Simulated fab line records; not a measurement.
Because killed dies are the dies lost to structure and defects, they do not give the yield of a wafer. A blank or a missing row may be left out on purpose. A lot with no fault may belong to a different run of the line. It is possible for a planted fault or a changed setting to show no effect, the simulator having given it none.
Split-lot experiment    flow n5-finfet    route with 1938 steps; 7 lots, 39 wafers read

## THE SPLIT
At N5_DUMMY_GATE_ETCH_37 (etches SOC in N2/H2, target depth 60 nm, overetch 30 nm), the setting source-w was moved away from the recipe's 840 W on 15 of the 39 wafers read, by -17.1% to +18.2%. All remaining wafers had this setting at the recipe value.

The reading comes from the split's own step.

## THE READING
rf-vpp-V, in V, at N5_DUMMY_GATE_ETCH_37 (etches SOC in N2/H2, target depth 60 nm, overetch 30 nm). A value of 523.8 V with a standard deviation of 2.7 V is what fault-free wafers of this fab line usually give.

wafer   tool, chamber at the split  source-w as run, W  against the recipe  rf-vpp-V, V  against lot-mates on the recipe
L076.1  rie-diel-03, 0              840                 recipe              519.7        -
L076.2  rie-diel-03, 3              922                 +9.8%               505.8        -15.2
L076.3  rie-diel-03, 2              922                 +9.8%               509.1        -11.9
L076.4  rie-diel-03, 2              840                 recipe              522.0        -
L076.5  rie-diel-03, 3              922                 +9.8%               504.3        -16.7
L076.6  rie-diel-03, 0              840                 recipe              521.3        -
L088.1  rie-diel-04, 3              840                 recipe              528.0        -
L088.2  rie-diel-04, 1              840                 recipe              528.0        -
L088.3  rie-diel-04, 2              840                 recipe              523.8        -
L088.4  rie-diel-04, 1              840                 recipe              526.2        -
L088.5  rie-diel-04, 3              840                 recipe              526.0        -
L088.6  rie-diel-04, 2              840                 recipe              524.6        -
L089.1  rie-diel-03, 3              840                 recipe              521.7        -
L089.2  rie-diel-03, 2              840                 recipe              522.7        -
L089.3  rie-diel-03, 1              696.4               -17.1%              557.7        +36.0
L089.4  rie-diel-03, 0              840                 recipe              520.8        -
L089.5  rie-diel-03, 1              696.4               -17.1%              556.3        +34.6
L089.6  rie-diel-03, 2              696.4               -17.1%              555.5        +33.8
L090.1  rie-diel-04, 3              840                 recipe              525.5        -
L090.2  rie-diel-04, 2              840                 recipe              524.6        -
L090.3  rie-diel-04, 1              840                 recipe              527.7        -
L090.4  rie-diel-04, 0              733.3               -12.7%              546.5        +20.6
L090.5  rie-diel-04, 2              733.3               -12.7%              546.9        +21.0
L090.6  rie-diel-04, 1              733.3               -12.7%              550.5        +24.6
L091.1  rie-diel-03, 0              840                 recipe              520.3        -
L091.2  rie-diel-03, 2              940.4               +12.0%              504.2        -17.5
L091.3  rie-diel-03, 1              840                 recipe              524.0        -
L091.4  rie-diel-03, 3              940.4               +12.0%              501.2        -20.5
L091.5  rie-diel-03, 3              840                 recipe              520.7        -
L091.6  rie-diel-03, 0              940.4               +12.0%              501.6        -20.1
L092.4  rie-diel-02, 0              840                 recipe              527.6        -
L092.5  rie-diel-02, 2              840                 recipe              523.6        -
L092.6  rie-diel-02, 1              840                 recipe              520.1        -
L096.1  rie-diel-03, 0              840                 recipe              519.6        -
L096.2  rie-diel-03, 3              993.2               +18.2%              491.6        -29.4
L096.3  rie-diel-03, 1              840                 recipe              523.7        -
L096.4  rie-diel-03, 2              993.2               +18.2%              494.2        -26.8
L096.5  rie-diel-03, 3              993.2               +18.2%              492.2        -28.8
L096.6  rie-diel-03, 0              840                 recipe              519.6        -

THE FIT
A straight line over all 39 wafers: rf-vpp-V changes by -1.82 V for each +1% of source-w; r = -0.99; the points scatter about the line by 2.6 V.
The same after taking each lot's own level away (the mean of its wafers on the recipe; 39 wafers): -1.73 V for each +1%; r = -0.99; scatter 2.4 V.
That fit puts the effect of the largest move of source-w on the reading at 32 V.
The span of the lots' own levels, 520.97 to 526.10 V, comes to 1.9 times the standard deviation stated above.
The two slopes agree, so the slope changes little with the lot-to-lot level.
Check: with one of the wafers moved furthest among these (+18.2%) left out of the fit, the line predicts -30.8 V for it against its lot-mates. It came out at -29.4 V against them.
Tool readings at the split's step, against how far the setting was moved: rf-vpp-V r = -0.99.

## FILE'S OWN FIT
rf-vpp-V changes by -1.72 V for each +1% of source-w, r = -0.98.
